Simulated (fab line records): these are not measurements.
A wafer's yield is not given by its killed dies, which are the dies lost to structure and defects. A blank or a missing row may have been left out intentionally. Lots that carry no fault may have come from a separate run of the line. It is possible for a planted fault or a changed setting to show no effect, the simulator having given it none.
Matching of chambers || flow n5 finfet || 4 sister chambers for N5_BEOL_M0_SAQP_STRIP_86 on rie diel-01
The step strips in N2/H2. 8 wafers are shown with their chamber, then 8 later ones without.

## WAFERS, EACH WITH ITS CHAMBER
{"wafer": "L079.1", "chamber": 2, "drypump motor current A (A)": 5.5, "showerhead plenum p Torr (Torr)": 3.43}
{"wafer": "L082.2", "chamber": 1, "drypump motor current A (A)": 5.6, "showerhead plenum p Torr (Torr)": 3.31}
{"wafer": "L088.1", "chamber": 0, "drypump motor current A (A)": 5.1, "showerhead plenum p Torr (Torr)": 3.48}
{"wafer": "L088.5", "chamber": 3, "drypump motor current A (A)": 6.4, "showerhead plenum p Torr (Torr)": 3.30}
{"wafer": "L089.4", "chamber": 0, "drypump motor current A (A)": 5.1, "showerhead plenum p Torr (Torr)": 3.48}
{"wafer": "L089.5", "chamber": 2, "drypump motor current A (A)": 5.4, "showerhead plenum p Torr (Torr)": 3.42}
{"wafer": "L089.6", "chamber": 3, "drypump motor current A (A)": 6.4, "showerhead plenum p Torr (Torr)": 3.30}
{"wafer": "L094.1", "chamber": 1, "drypump motor current A (A)": 5.7, "showerhead plenum p Torr (Torr)": 3.30}

## WAFERS MISSING THEIR CHAMBER
{"wafer": "L094.4", "drypump motor current A (A)": 5.5, "showerhead plenum p Torr (Torr)": 3.41}
{"wafer": "L094.6", "drypump motor current A (A)": 5.1, "showerhead plenum p Torr (Torr)": 3.47}
{"wafer": "L095.1", "drypump motor current A (A)": 5.6, "showerhead plenum p Torr (Torr)": 3.30}
{"wafer": "L095.3", "drypump motor current A (A)": 5.4, "showerhead plenum p Torr (Torr)": 3.41}
{"wafer": "L095.4", "drypump motor current A (A)": 5.4, "showerhead plenum p Torr (Torr)": 3.41}
{"wafer": "L096.1", "drypump motor current A (A)": 5.7, "showerhead plenum p Torr (Torr)": 3.30}
{"wafer": "L096.3", "drypump motor current A (A)": 5.4, "showerhead plenum p Torr (Torr)": 3.41}
{"wafer": "L096.4", "drypump motor current A (A)": 5.4, "showerhead plenum p Torr (Torr)": 3.41}

## EACH ONE'S CHAMBER
{"wafer": "L094.4", "from the rows above": 2, "in truth": 2}
{"wafer": "L094.6", "from the rows above": 0, "in truth": 0}
{"wafer": "L095.1", "from the rows above": 1, "in truth": 1}
{"wafer": "L095.3", "from the rows above": 2, "in truth": 2}
{"wafer": "L095.4", "from the rows above": 2, "in truth": 2}
{"wafer": "L096.1", "from the rows above": 1, "in truth": 1}
{"wafer": "L096.3", "from the rows above": 2, "in truth": 2}
{"wafer": "L096.4", "from the rows above": 2, "in truth": 2}
Correct placement for 8 of the 8. Number that these rows cannot place: 0. Number placed wrongly: 0.
How it was worked out, from the rows above alone: a wafer's distance from a chamber is the root of the sum, over the readings, of the square of ((its reading less the chamber's mean) divided by the reading's scatter). If the next closest chamber is less than 2 further off than the closest, the wafer can't be placed; otherwise it belongs to the closest. For every chamber, the mean is computed from those of its wafers that are shown. How the scatter is found: for the shown wafers, subtract from each reading the mean of its chamber, square and add these, divide the total by (wafers less chambers), then take the root.
